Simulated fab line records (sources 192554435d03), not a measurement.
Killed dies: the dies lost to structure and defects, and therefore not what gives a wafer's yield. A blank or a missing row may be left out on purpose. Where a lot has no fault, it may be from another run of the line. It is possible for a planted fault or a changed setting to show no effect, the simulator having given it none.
fab line records    flow n5-finfet
record: lots: 9  wafers: 23  last-day: 17
route steps=1938 shown BEOL_M4@1111 BEOL_M6@1194 PASSIVATION@1936
lots untouched by any fault: they come from a run of this same line in which no faults occurred
start-h: hours from the record's first day to the start of the lot's first wafer shown    wait-h: hours since the lot's step before    " identical to the entry in the row above    L1.1+2: several wafers, shown together as one row    - value missing, or start not given    * or withheld: withheld    < > ~ a bound
route shown NAME@n: a module of which the file shows steps, and the number in the route of the first    usual: mean and standard deviation over wafers with no fault    same: alike in all rows    chamber/n: place in a boat    sites: per-site readings    _std_site: their standard deviation    _edge_site: the outer-site mean with the inner-site mean subtracted    radius-mm: how far each site lies from the wafer's centre    mask NAME#n: copy n    behind: the tool/chamber that last shaped the wafer    hold: why the lot was held/for how many hours/how that ended    device: the transistor (n, p or np) that didn't switch    end of line: at the end of the route, the tests of the same wafers    where a step has no rows: the recipe by itself    killed: count of dies lost to structure and defects at first sort (not the wafer's yield)    map: shows each die of a wafer: x if killed, . if not, _ if none is there
set.NAME: the setting as run; set.NAME@STEP: as run at that earlier step    model.NAME: the simulator's own value behind a step, which no gauge read
route steps across a sampled set of lots; one table per step, one row per wafer
services: the hour from which a tool's chamber was out of use, counted from the record's first day as start-h (under 0 if before that day), plus the number of hours and why
== steps ==
step: N5_BEOL_M4_RC_MEAS_101
usual: DIBL_N: 36.0/2  DIBL_P: 35.9/2.5  IOFF_N: 0.16/0.038  IOFF_P: 0.21/0.04  ION_N: 675/14  ION_P: 462/9.4  SS_N: 71.5/0.75  SS_P: 73.2/0.74  VT_N: 250/3.9  VT_P: -251/3.2
lot.wafer  tool       chamber  start-h  wait-h  DIBL_N[mV/V]  DIBL_P[mV/V]  IOFF_N[nA/um]  IOFF_P[nA/um]  ION_N[uA/um]  ION_P[uA/um]  SS_N[mV/dec]  SS_P[mV/dec]  VT_N[mV]  VT_P[mV]
L253.1     prober-01  0        166.62   0.0     37.7          35.8          0.20           0.20           667           455           72.2          72.8          249       -252
L253.4     "          0        "        "       36.3          33.6          0.16           0.16           675           452           71.1          72.4          250       -255
L255.2     prober-01  0        178.60   0.2     40.0          37.8          0.23           0.28           690           468           72.1          74.2          242       -246
L255.5     "          0        "        "       32.6          30.3          0.12           0.18           679           474           69.8          72.2          249       -251
L258.2     prober-02  0        192.72   0.2     36.9          37.7          0.20           0.25           705           478           71.5          73.2          244       -246
L258.3     "          0        "        "       37.0          39.5          0.18           0.28           681           474           71.4          74.4          249       -249
L258.6     "          0        "        "       37.0          38.4          0.18           0.26           692           479           71.2          73.7          247       -248
L260.2     prober-01  0        205.27   0.2     34.7          33.1          0.14           0.18           668           461           71.0          72.9          250       -253
L260.5     "          0        "        "       35.0          34.7          0.15           0.20           675           464           71.1          73.1          249       -250
L260.6     "          0        "        "       37.0          35.0          0.18           0.20           661           456           73.0          73.8          249       -250
L263.2     prober-02  0        229.39   0.2     37.3          37.4          0.20           0.21           690           468           71.9          73.3          244       -249
L263.3     "          0        "        "       35.7          36.2          0.15           0.21           659           460           71.7          73.8          252       -251
L263.6     "          0        "        "       36.6          37.1          0.18           0.20           673           457           71.1          72.8          246       -251
L266.3     prober-01  0        243.21   0.3     37.8          37.0          0.22           0.23           678           454           72.3          73.3          245       -250
L266.5     "          0        "        "       35.3          34.3          0.16           0.19           671           457           72.3          72.9          248       -249
L266.6     "          0        "        "       35.9          37.3          0.17           0.24           665           459           71.3          73.5          249       -245
L273.2     prober-01  0        276.71   0.2     36.8          37.8          0.16           0.21           685           465           71.4          73.6          250       -248
L273.3     "          0        "        "       31.9          32.6          0.09           0.15           660           463           70.5          71.4          258       -256
L273.5     "          0        "        "       35.9          36.6          0.15           0.20           676           468           71.2          72.9          251       -251
L274.5     prober-01  0        296.35   0.6     36.6          36.4          0.14           0.22           661           458           71.7          73.2          253       -250
L274.6     "          0        "        "       37.0          37.0          0.16           0.24           672           466           71.4          73.7          249       -249
L276.2     prober-01  0        311.46   0.2     38.3          37.2          0.19           0.21           689           465           72.3          74.2          249       -253
L276.5     "          0        "        "       39.1          37.9          0.21           0.22           679           454           73.5          73.3          246       -250
step: N5_BEOL_M6_ILD_DEP_00
recipe: material: SiCOH_lowk  target-thk-a: 1797.5  temp-c: 300  precursor: DEMS/porogen  pressure-torr: 5  rf-w: 500  time-s: 33.4
usual: heater-power-w: 322/52  showerhead-plenum-p-Torr: 5.745/0.013  throttle-valve-pct: 14.4/0.67
same: time-s: 33.4
lot.wafer  tool      chamber  start-h  wait-h  heater-power-w  showerhead-plenum-p-Torr  since-wet-clean-h  throttle-valve-pct
L253.1     pecvd-01  0        179.80   0.0     307             5.752                     1065               14.4
L253.4     "         0        "        "       301             5.744                     -                  14.4
L255.2     pecvd-04  2        194.94   0.0     336             5.775                     2168               14.8
L255.5     "         1        "        "       289             5.750                     -                  14.0
L258.2     pecvd-01  1        205.67   0.0     259             5.747                     1816               15.0
L258.3     "         2        "        "       341             5.759                     337                13.5
L258.6     "         0        "        "       294             5.740                     -                  14.6
L260.2     pecvd-02  2        216.50   0.0     357             5.727                     529                13.5
L260.5     "         0        "        "       422             5.769                     -                  15.0
L260.6     "         2        "        "       368             5.704                     -                  13.7
L263.2     pecvd-04  2        240.64   0.0     332             5.767                     9                  13.2
L263.3     "         0        "        "       292             5.734                     763                14.9
L263.6     "         0        "        "       306             5.738                     -                  15.3
L266.3     pecvd-02  0        255.84   0.0     441             5.763                     1322               14.6
L266.5     "         2        "        "       335             5.716                     -                  13.6
L266.6     "         0        "        "       453             5.763                     -                  14.8
L273.2     pecvd-04  2        292.54   0.0     286             5.775                     61                 13.3
L273.3     "         1        "        "       287             5.737                     1540               14.1
L273.5     "         2        "        "       294             5.750                     -                  13.2
L274.5     pecvd-02  2        307.87   0.1     343             5.711                     -                  13.8
L274.6     "         0        "        "       447             5.753                     -                  15.0
L276.2     pecvd-01  1        323.27   0.0     302             5.761                     1933               15.3
L276.5     "         0        "        "       317             5.744                     -                  14.4
step: N5_BEOL_M6_PECVD_70
recipe: material: SiO2  target-thk-a: 200  temp-c: 400  precursor: TEOS/O2  pressure-torr: 5.5  rf-w: 450  teos-flow-sccm: 53.8  gas: O2  flow-sccm: 3000  time-s: 22.7
usual: heater-power-w: 741/70  showerhead-plenum-p-Torr: 8.81/0.049  throttle-valve-pct: 23.0/1.1
same: time-s: 22.7
lot.wafer  tool      chamber  start-h  wait-h  heater-power-w  showerhead-plenum-p-Torr  since-wet-clean-h  throttle-valve-pct
L253.1     pecvd-02  2        181.86   0.0     783             8.71                      494                21.8
L253.4     "         2        "        "       757             8.72                      -                  22.0
L255.2     pecvd-02  1        195.55   0.0     587             8.78                      1987               23.4
L255.5     "         0        "        "       835             8.81                      -                  23.8
L258.2     pecvd-01  2        206.28   0.0     774             8.82                      337                21.2
L258.3     "         0        "        "       741             8.80                      1091               23.5
L258.6     "         2        "        "       767             8.81                      -                  21.4
L260.2     pecvd-01  1        217.12   0.0     705             8.82                      1827               24.6
L260.5     "         2        "        "       757             8.82                      -                  21.3
L260.6     "         0        "        "       790             8.80                      -                  23.3
L263.2     pecvd-04  1        241.25   0.0     703             8.77                      1489               22.5
L263.3     "         0        "        "       736             8.74                      764                24.0
L263.6     "         1        "        "       735             8.79                      -                  22.9
L266.3     pecvd-02  2        256.45   0.0     712             8.74                      569                22.2
L266.5     "         0        "        "       855             8.82                      -                  23.7
L266.6     "         2        "        "       711             8.71                      -                  21.4
L273.2     pecvd-04  1        293.15   0.0     714             8.80                      1541               22.9
L273.3     "         0        "        "       795             8.78                      816                24.8
L273.5     "         1        "        "       706             8.78                      -                  22.8
L274.5     pecvd-01  1        308.48   0.1     715             8.85                      -                  24.4
L274.6     "         2        "        "       703             8.82                      -                  21.5
L276.2     pecvd-01  0        323.88   0.0     738             8.81                      1209               23.4
L276.5     "         2        "        "       721             8.84                      -                  21.2
step: N5_BEOL_M6_STRIP_67
recipe: chemistry: CF4  resist: SiARC  power-w: 300  bias-power-w: 75  pressure-mtorr: 50  cf4-flow-sccm: 150  rf-frequency-hz: 6e+07
usual: bias-power-w: 75.02/0.21  cf4-flow-sccm: 150.0/0.46  drypump-motor-current-A: 5.6/0.42  oes-product-au: 0.81/0.09  power-w: 300.0/0.88  rf-vpp-V: 271.1/1.3  showerhead-plenum-p-Torr: 1.79/0.039  throttle-valve-pct: 13.60/0.22
lot.wafer  tool         chamber  start-h  wait-h  bias-power-w  cf4-flow-sccm  drypump-motor-current-A  oes-product-au  power-w  rf-hours-counter-h  rf-vpp-V  showerhead-plenum-p-Torr  throttle-valve-pct
L253.1     rie-diel-04  1        182.86   0.0     75.20         149.8          5.3                      0.85            300.9    46                  270.0     1.75                      13.65
L253.4     "            2        "        "       74.61         150.1          5.5                      0.89            299.9    27                  270.1     1.74                      13.46
L255.2     rie-diel-03  2        197.07   0.0     75.11         150.1          5.3                      0.70            299.9    241                 273.9     1.85                      14.00
L255.5     "            1        "        "       74.97         150.6          6.3                      0.83            299.9    -                   272.5     1.80                      13.53
L258.2     rie-diel-05  0        208.31   0.0     75.23         150.1          6.0                      0.71            301.2    194                 269.5     1.72                      13.76
L258.3     "            1        "        "       74.80         150.3          5.3                      0.90            299.9    25                  271.8     1.82                      13.48
L258.6     "            3        "        "       75.32         150.5          5.8                      0.71            301.1    -                   271.2     1.79                      14.01
L260.2     rie-diel-04  2        217.88   0.0     75.19         149.8          5.5                      0.88            300.6    37                  272.0     1.73                      13.48
L260.5     "            3        "        "       75.57         149.3          6.3                      0.70            299.3    -                   270.6     1.83                      13.70
L260.6     "            2        "        "       75.39         150.2          5.5                      0.87            298.7    -                   268.8     1.73                      13.47
L263.2     rie-diel-03  0        243.28   0.0     -             -              -                        -               -        -                   -         -                         -
L263.3     "            3        "        "       -             -              -                        -               -        -                   -         -                         -
L263.6     "            3        "        "       -             -              -                        -               -        -                   -         -                         -
L266.3     rie-diel-04  1        261.40   0.0     -             -              -                        -               -        -                   -         -                         -
L266.5     "            0        "        "       -             -              -                        -               -        -                   -         -                         -
L266.6     "            3        "        "       -             -              -                        -               -        -                   -         -                         -
L273.2     rie-diel-03  2        294.04   0.0     75.32         150.0          5.4                      0.93            300.1    18                  273.0     1.84                      13.50
L273.3     "            1        "        "       74.57         150.1          6.3                      0.78            299.3    122                 272.7     1.79                      13.60
L273.5     "            3        "        "       75.04         150.9          5.4                      0.82            299.8    -                   272.4     1.81                      13.51
L274.5     rie-diel-05  1        311.28   0.0     74.84         149.8          5.3                      0.84            299.4    -                   270.7     1.81                      13.58
L274.6     "            2        "        "       75.25         150.3          5.3                      0.73            300.5    -                   269.5     1.78                      13.54
L276.2     rie-diel-04  3        326.68   0.0     75.28         150.6          6.3                      0.90            301.7    28                  269.8     1.82                      13.20
L276.5     "            2        "        "       75.01         150.6          5.5                      0.83            299.6    -                   269.1     1.72                      13.57
step: N5_BEOL_M6_HM_OPEN_17
recipe: chemistry: Cl2/BCl3  target-depth-a: 200  overetch-a: 60  target: TiN  mask-material: SOC  ion-energy-ev: 150  pressure-mtorr: 10  icp-w: 1000  bias-w: 126  Cl2_flow_sccm: 53.25  bcl3-flow-sccm: 21.75  Ar_flow_sccm: 25
usual: drypump-motor-current-A: 5.6/0.66  oes-product-au: 0.65/0.087  throttle-valve-pct: 22.1/0.34
lot.wafer  tool          chamber  start-h  wait-h  drypump-motor-current-A  oes-product-au  rf-hours-counter-h  throttle-valve-pct
L253.1     rie-metal-01  1        182.90   0.0     6.6                      0.76            9                   21.9
L253.4     "             1        "        "       6.6                      0.77            -                   21.9
L255.2     rie-metal-01  0        197.11   0.0     5.1                      0.56            100                 22.6
L255.5     "             1        "        "       6.6                      0.75            -                   21.9
L258.2     rie-metal-01  0        208.35   0.0     5.0                      0.56            101                 22.6
L258.3     "             0        "        "       5.1                      0.56            -                   22.6
L258.6     "             0        "        "       5.0                      0.56            -                   22.6
L260.2     rie-metal-03  0        217.93   0.0     5.9                      0.71            25                  21.6
L260.5     "             0        "        "       5.9                      0.71            -                   21.6
L260.6     "             1        "        "       5.5                      0.77            -                   22.3
L263.2     rie-metal-01  1        243.32   0.0     6.6                      0.74            15                  21.9
L263.3     "             1        "        "       6.6                      0.74            -                   21.9
L263.6     "             0        "        "       5.0                      0.55            -                   22.6
L266.3     rie-metal-01  0        261.47   0.1     5.0                      0.54            -                   22.6
L266.5     "             0        "        "       5.0                      0.55            -                   22.6
L266.6     "             1        "        "       6.6                      0.74            -                   21.9
L273.2     rie-metal-03  0        294.08   0.0     5.9                      0.68            32                  21.7
L273.3     "             0        "        "       5.9                      0.68            -                   21.7
L273.5     "             0        "        "       5.9                      0.68            -                   21.7
L274.5     rie-metal-01  0        311.37   0.1     5.0                      0.54            -                   22.6
L274.6     "             1        "        "       6.6                      0.71            -                   21.9
L276.2     rie-metal-01  0        326.73   0.0     5.1                      0.54            112                 22.6
L276.5     "             0        "        "       5.1                      0.54            -                   22.6
step: N5_BEOL_M6_ETCH_66
recipe: chemistry: N2/H2  target: SOC  target-depth-a: 800  overetch-a: 160  mask-material: SiARC  temp-c: 40  time-s: 120  ion-energy-ev: 200  pressure-mtorr: 30  source-w: 840  bias-w: 150  n2-flow-sccm: 200  h2-flow-sccm: 200
usual: drypump-motor-current-A: 5.6/0.43  oes-product-au: 0.62/0.064  rf-vpp-V: 523.7/1.8  showerhead-plenum-p-Torr: 2.54/0.059  temp-c: 39.99/0.11  throttle-valve-pct: 17.92/0.23
same: time-s: 120
lot.wafer  tool         chamber  start-h  wait-h  drypump-motor-current-A  oes-product-au  rf-hours-counter-h  rf-vpp-V  showerhead-plenum-p-Torr  temp-c  throttle-valve-pct
L253.1     rie-diel-05  1        184.41   0.0     5.3                      0.70            17                  525.4     2.63                      40.03   18.12
L253.4     "            0        "        "       6.0                      0.55            186                 521.2     2.43                      40.15   17.85
L255.2     rie-diel-03  2        197.92   0.0     5.4                      0.54            242                 524.7     2.60                      39.99   18.04
L255.5     "            2        "        "       5.4                      0.53            -                   524.8     2.60                      40.01   18.03
L258.2     rie-diel-03  1        209.11   0.0     6.4                      0.62            91                  524.8     2.57                      39.98   17.86
L258.3     "            3        "        "       5.5                      0.67            36                  524.6     2.60                      40.00   17.95
L258.6     "            2        "        "       5.4                      0.53            -                   525.4     2.60                      39.64   18.02
L260.2     rie-diel-05  0        218.76   0.0     6.0                      0.54            198                 520.0     2.42                      40.03   17.87
L260.5     "            0        "        "       6.0                      0.54            -                   521.1     2.42                      40.00   17.87
L260.6     "            2        "        "       5.3                      0.58            -                   524.7     2.57                      40.04   18.04
L263.2     rie-diel-03  0        245.83   0.0     5.8                      0.89            18                  522.2     2.50                      39.86   17.54
L263.3     "            2        "        "       5.4                      1.03            2                   525.9     2.60                      39.88   17.59
L263.6     "            3        "        "       5.5                      0.88            -                   524.9     2.59                      40.04   18.01
L266.3     rie-diel-04  2        263.38   0.0     5.5                      0.88            56                  524.6     2.49                      39.80   18.05
L266.5     "            3        "        "       6.3                      1.01            -                   526.3     2.61                      40.19   17.72
L266.6     "            2        "        "       5.5                      0.86            -                   522.3     2.49                      40.09   18.05
L273.2     rie-diel-05  2        295.34   0.0     5.3                      0.56            153                 523.6     2.56                      40.00   18.08
L273.3     "            3        "        "       5.9                      0.53            216                 523.3     2.50                      40.01   18.11
L273.5     "            1        "        "       5.3                      0.65            -                   525.8     2.61                      40.08   18.19
L274.5     rie-diel-04  0        312.33   0.0     4.8                      0.61            -                   524.0     2.52                      39.96   17.49
L274.6     "            1        "        "       5.3                      0.61            -                   519.9     2.49                      39.90   18.22
L276.2     rie-diel-05  1        330.42   0.0     5.3                      0.64            69                  525.4     2.60                      39.91   18.22
L276.5     "            2        "        "       5.3                      0.55            -                   523.5     2.56                      39.85   18.11
step: N5_BEOL_M6_OCD_MEAS_38
usual: trench-depth-nm: 94.6/2.8
lot.wafer  tool    chamber  start-h  wait-h  trench-depth-nm
L253.1     ocd-01  -        184.75   -       95.7
L253.4     "       -        "        "       92.1
L255.2     ocd-01  -        198.27   -       94.0
L255.5     "       -        "        "       92.8
L258.2     ocd-01  -        209.46   -       92.9
L258.3     "       -        "        "       98.3
L258.6     "       -        "        "       93.3
L260.2     ocd-02  -        219.10   -       92.2
L260.5     "       -        "        "       91.3
L260.6     "       -        "        "       89.1
L263.2     ocd-01  -        246.18   -       -
L263.3     "       -        "        "       -
L263.6     "       -        "        "       -
L266.3     ocd-01  -        263.73   -       -
L266.5     "       -        "        "       -
L266.6     "       -        "        "       -
L273.2     ocd-02  -        295.69   -       89.3
L273.3     "       -        "        "       91.9
L273.5     "       -        "        "       95.7
L274.5     ocd-01  -        312.65   -       96.6
L274.6     "       -        "        "       96.0
L276.2     ocd-02  -        330.77   -       95.7
L276.5     "       -        "        "       89.2
step: N5_PASSIVATION_PROBE_49
usual: defect-limited-yield: 91.3/1.5  killed_at_M0_to_M3: 33/12  killed_at_M4_up: 15/5.2  killed-at-contacts: 12/5.1  killed-at-front-end: 39/11  killed-at-other: 5/3.6  killed-dies: 103/18  killed-on-rim: 14/4.3  killed-open: 67/13  killed-short: 33/7.8  sort_bin_5_function: 5.1/0.96  sort_bin_6_memory: 3.2/0.71  sort_bin_8_speed: 0.01/0.063  sort-n-pass: 1077/18  sort-yield-pct: 91.3/1.5
same: gross-dies: 1180  killed-at-back-side: 0  sort_bin_4_leakage[%]: 0
lot.wafer  tool       chamber  start-h  wait-h  defect-limited-yield[%]  killed_at_M0_to_M3  killed_at_M4_up  killed-at-contacts  killed-at-front-end  killed-at-other  killed-dies  killed-on-rim  killed-open  killed-short  sort_bin_5_function[%]  sort_bin_6_memory[%]  sort_bin_8_speed[%]  sort-n-pass  sort-yield-pct[%]
L260.2     prober-02  -        300.56   0.1     89.4                     33                  10               8                   67                   7                125          18             66           48            6.4                     3.4                   0                    1055         89.4
L260.5     prober-02  -        300.71   0.2     90.3                     44                  10               6                   46                   8                114          12             63           44            4.9                     4.1                   0                    1066         90.3
L260.6     prober-02  -        300.76   0.3     90.5                     27                  14               8                   56                   7                112          13             69           42            6.4                     2.9                   0.08                 1068         90.5
L263.2     prober-02  -        327.95   0.1     0                        61                  1075             13                  30                   1                1180         152            76           35            96.1                    3.5                   0                    0            0
L263.3     prober-02  -        328.00   0.1     0                        36                  1121             3                   13                   7                1180         152            45           35            98.0                    2.0                   0                    0            0
L263.6     prober-02  -        328.15   0.3     0                        35                  1093             6                   43                   3                1180         152            63           40            96.8                    3.2                   0                    0            0
L266.3     prober-02  -        348.89   0.1     0                        22                  1098             7                   43                   10               1180         152            67           38            96.4                    3.2                   0                    0            0
L266.5     prober-02  -        348.99   0.2     0                        22                  1086             7                   52                   13               1180         152            63           45            95.7                    3.6                   0                    0            0
L266.6     prober-02  -        349.04   0.3     0                        24                  1091             10                  53                   2                1180         152            67           38            96.4                    3.1                   0                    0            0
L274.5     prober-02  -        397.65   0.2     90.7                     37                  16               5                   49                   3                110          12             71           35            5.8                     3.1                   0                    1070         90.7
L274.6     prober-02  -        397.70   0.3     90.9                     25                  17               10                  51                   4                107          13             60           38            4.8                     3.2                   0                    1073         90.9
killed by level:class
L260.2 FIN_SAQP:geometric-particle:short=16 FIN_SAQP:geometric-particle:open=11 STI_FIN_REVEAL:geometric-particle:open=11 ILD0:geometric-particle:short=7 BEOL_M3:geometric-particle:open=7 BEOL_M0_SAQP:geometric-particle:short=6 BEOL_M0_SAQP:geometric-particle:open=6 HKMG_FIN:area-etch=6
L260.5 BEOL_M0_SAQP:geometric-particle:short=15 BEOL_M0_SAQP:geometric-particle:open=10 STI_FIN_REVEAL:geometric-particle:open=9 FIN_SAQP:geometric-particle:open=8 HKMG_FIN:area-etch=7 BEOL_M1:geometric-particle:open=6 MIM_TOP_ETCH:geometric-particle:short=5 BEOL_M3:geometric-particle:open=5
L260.6 STI_FIN_REVEAL:geometric-particle:open=11 FIN_SAQP:geometric-particle:short=9 ILD0:geometric-particle:open=8 MOL_CONTACT_COAG:geometric-particle:open=8 BEOL_M0_SAQP:geometric-particle:short=8 BEOL_M0_SAQP:geometric-particle:open=8 GATE_CUT:geometric-particle:short=7 BEOL_M4:geometric-particle:open=7
L263.2 BEOL_M6:area-etch=1067 BEOL_M0_SAQP:geometric-particle:open=14 BEOL_M0_SAQP:geometric-particle:short=12 BEOL_M3:geometric-particle:open=10 MOL_CONTACT_COAG:geometric-particle:open=9 BEOL_M1:geometric-particle:open=7 FIN_SAQP:geometric-particle:open=6 STI_FIN_REVEAL:geometric-particle:open=6
L263.3 BEOL_M6:area-etch=1098 BEOL_M0_SAQP:geometric-particle:short=14 BEOL_M0_SAQP:geometric-particle:open=8 BEOL_M2:geometric-particle:open=7 BEOL_M4:geometric-particle:open=6 BEOL_M5:geometric-particle:short=4 PAD_METAL:geometric-particle:open=4 STARTING-WAFER:geometric-particle:short=4
L263.6 BEOL_M6:area-etch=1077 BEOL_M0_SAQP:geometric-particle:short=11 DUMMY_GATE:geometric-particle:open=10 BEOL_M4:geometric-particle:open=9 STI_FIN_REVEAL:geometric-particle:open=7 MOL_CONTACT_COAG:geometric-particle:open=6 BEOL_M1:geometric-particle:open=6 BEOL_M2:geometric-particle:open=6
L266.3 BEOL_M6:area-etch=1075 FIN_SAQP:geometric-particle:short=12 FIN_SAQP:geometric-particle:open=11 STI_FIN_REVEAL:geometric-particle:open=10 BEOL_M0_SAQP:geometric-particle:open=10 BEOL_M4:geometric-particle:open=10 MOL_CONTACT_COAG:geometric-particle:open=6 BEOL_M4:geometric-particle:short=6
L266.5 BEOL_M6:area-etch=1070 FIN_SAQP:geometric-particle:open=10 FIN_SAQP:geometric-particle:short=10 STI_FIN_REVEAL:geometric-particle:open=9 GATE_CUT:geometric-particle:short=9 BEOL_M4:geometric-particle:open=9 BEOL_M1:geometric-particle:open=7 DUMMY_GATE:geometric-particle:open=5
L266.6 BEOL_M6:area-etch=1074 STI_FIN_REVEAL:geometric-particle:open=17 GATE_CUT:geometric-particle:short=10 MOL_CONTACT_COAG:geometric-particle:open=10 FIN_SAQP:geometric-particle:short=9 FIN_SAQP:geometric-particle:open=7 BEOL_M0_SAQP:geometric-particle:open=7 BEOL_M0_SAQP:geometric-particle:short=7
L274.5 GATE_CUT:geometric-particle:short=11 STI_FIN_REVEAL:geometric-particle:open=10 FIN_SAQP:geometric-particle:short=8 BEOL_M0_SAQP:geometric-particle:open=8 BEOL_M3:geometric-particle:open=8 BEOL_M0_SAQP:geometric-particle:short=7 BEOL_M2:geometric-particle:open=7 DUMMY_GATE:geometric-particle:open=6
L274.6 FIN_SAQP:geometric-particle:short=10 FIN_SAQP:geometric-particle:open=9 BEOL_M2:geometric-particle:open=9 MOL_CONTACT_COAG:geometric-particle:open=8 STI_FIN_REVEAL:geometric-particle:open=6 GATE_CUT:geometric-particle:short=6 BEOL_M3:geometric-particle:open=6 HKMG_FIN:area-etch=6
== services ==
tool          chamber  start-h  hours  kind
rie-diel-04   2        169.75   12.7   repair
rie-metal-01  -        179.59   0.4    repair
rie-diel-03   0        180.04   -      clean
rie-diel-03   0        180.04   -      consumable-replace:focus-ring
rie-diel-03   0        180.04   25.4   scheduled-down
rie-diel-03   0        180.04   25.4   vent-cycle
pecvd-02      -        199.08   14.6   pm
rie-diel-04   2        205.62   6.8    repair
rie-diel-03   2        222.26   -      clean
rie-diel-03   2        222.26   -      consumable-replace:focus-ring
rie-diel-03   2        222.26   19.4   scheduled-down
rie-diel-03   2        222.26   19.4   vent-cycle
rie-diel-04   3        229.79   -      clean
rie-diel-04   3        229.79   -      consumable-replace:focus-ring
rie-diel-04   3        229.79   18.8   scheduled-down
rie-diel-04   3        229.79   18.8   vent-cycle
pecvd-01      1        246.46   25.7   repair
rie-diel-05   3        257.16   2.8    repair
rie-diel-04   2        277.62   3.7    repair
pecvd-04      -        299.98   0.4    repair
pecvd-01      2        300.39   2.1    scheduled-down
rie-diel-05   -        312.87   0.5    repair
rie-diel-05   -        314.04   0.3    repair
rie-diel-03   3        328.53   19.9   repair
== key ==
first-sign: step: N5_BEOL_M6_STRIP_67  reading: tool-record  direction: missing
effect: step: N5_BEOL_M6_ETCH_66  reading: oes-product-au  direction: up  sigmas: 4.8  usual: 0.62  struck: 0.93
effect: step: N5_BEOL_M6_OCD_MEAS_38  reading: trench-depth-nm  direction: missing
effect: step: N5_PASSIVATION_PROBE_49  reading: killed_at_M4_up  direction: up  sigmas: 99+  usual: 15  struck: 1094
more-kills-born-at: N5_BEOL_M6_ETCH_66@rie-diel-03: 3242  N5_BEOL_M6_ETCH_66@rie-diel-04: 3219
met-at N5_BEOL_M6_STRIP_67
struck-lots L263,L266
later-rows-left-out L263.2,L263.3,L263.6,L266.3,L266.5,L266.6
not-acting-at N5_BEOL_M6_ILD_DEP_00,N5_BEOL_M6_PECVD_70,N5_BEOL_M6_HM_OPEN_17
onset-between 217.88 243.28
fault: kind: skipped-step-whole  tool: rie-diel-03,rie-diel-04  chamber: -  onset-h: 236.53  steps: N5_BEOL_M6_STRIP_67  scope: struck-lots-only
later-rows-left-out: the simulator's readings of these wafers behind a module that went badly wrong aren't trusted and aren't shown, but for the sort
